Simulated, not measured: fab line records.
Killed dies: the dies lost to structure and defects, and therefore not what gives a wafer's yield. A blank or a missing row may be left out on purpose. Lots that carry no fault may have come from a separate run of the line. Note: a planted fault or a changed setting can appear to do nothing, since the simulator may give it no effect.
Matching of chambers ; flow n5-finfet ; 3 sister chambers for N5_BEOL_M11_CURE_71 on uv-cure-02
The step cures SiCOH lowk, time 240 s. 20 wafers are shown with their chamber, then 10 later ones without.

## WAFERS WITH THEIR CHAMBER
wafer;chamber;wafer_temp_C_max;lamp-power-pct (%)
L077.1;0;387.8;52.35
L077.4;0;387.0;52.42
L077.5;0;388.1;52.22
L078.1;1;386.3;52.35
L078.3;1;387.0;52.24
L078.5;1;386.3;52.33
L078.2;1;386.6;52.34
L078.4;1;386.7;52.33
L078.6;1;386.7;52.29
L089.2;1;386.6;52.32
L089.3;1;386.8;52.36
L089.5;1;386.5;52.30
L090.2;2;386.6;52.37
L090.5;2;387.5;52.30
L090.6;2;387.4;52.25
L092.1;0;388.0;52.31
L092.2;0;387.3;52.20
L092.5;0;387.7;52.28
L095.1;1;386.4;52.27
L095.4;1;386.6;52.31

SIGNATURES, as means of the wafers listed above
reading;chamber 0;chamber 1;chamber 2;scatter within a chamber
wafer_temp_C_max;387.650;386.591;387.167;0.328
lamp-power-pct;52.2967;52.3127;52.3067;0.0563
Rule: for each reading, subtract the chamber's mean from the wafer's reading, divide by that reading's scatter and square the result; add these up over the readings and take the root, which gives the wafer's distance from the chamber. If the next closest chamber is less than 2 further off than the closest, the wafer can't be placed; otherwise it belongs to the closest. How the scatter is found: for the shown wafers, subtract from each reading the mean of its chamber, square and add these, divide the total by (wafers less chambers), then take the root.

## WAFERS WITHOUT THEIR CHAMBER
wafer;wafer_temp_C_max;lamp-power-pct (%)
L095.6;386.7;52.37
L095.2;386.9;52.40
L095.3;386.8;52.33
L095.5;386.6;52.28
L097.1;386.9;52.34
L097.3;386.6;52.28
L097.6;386.8;52.31
L097.2;386.6;52.22
L097.4;386.5;52.39
L097.5;386.4;52.47

## WHICH CHAMBER EACH ONE RAN IN
wafer;from the rows above;in truth
L095.6;can't be placed: 1 or 2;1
L095.2;can't be placed: 1 or 2 or 0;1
L095.3;can't be placed: 1 or 2 or 0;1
L095.5;can't be placed: 1 or 2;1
L097.1;can't be placed: 2 or 1 or 0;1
L097.3;can't be placed: 1 or 2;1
L097.6;can't be placed: 1 or 2 or 0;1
L097.2;can't be placed: 1 or 2 or 0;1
L097.4;can't be placed: 1 or 2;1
L097.5;can't be placed: 1 or 2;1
Correctly placed: 0 of 10. Unplaceable from these rows: 10, with the true chamber sitting among the candidates in 10. 0 placed wrongly.
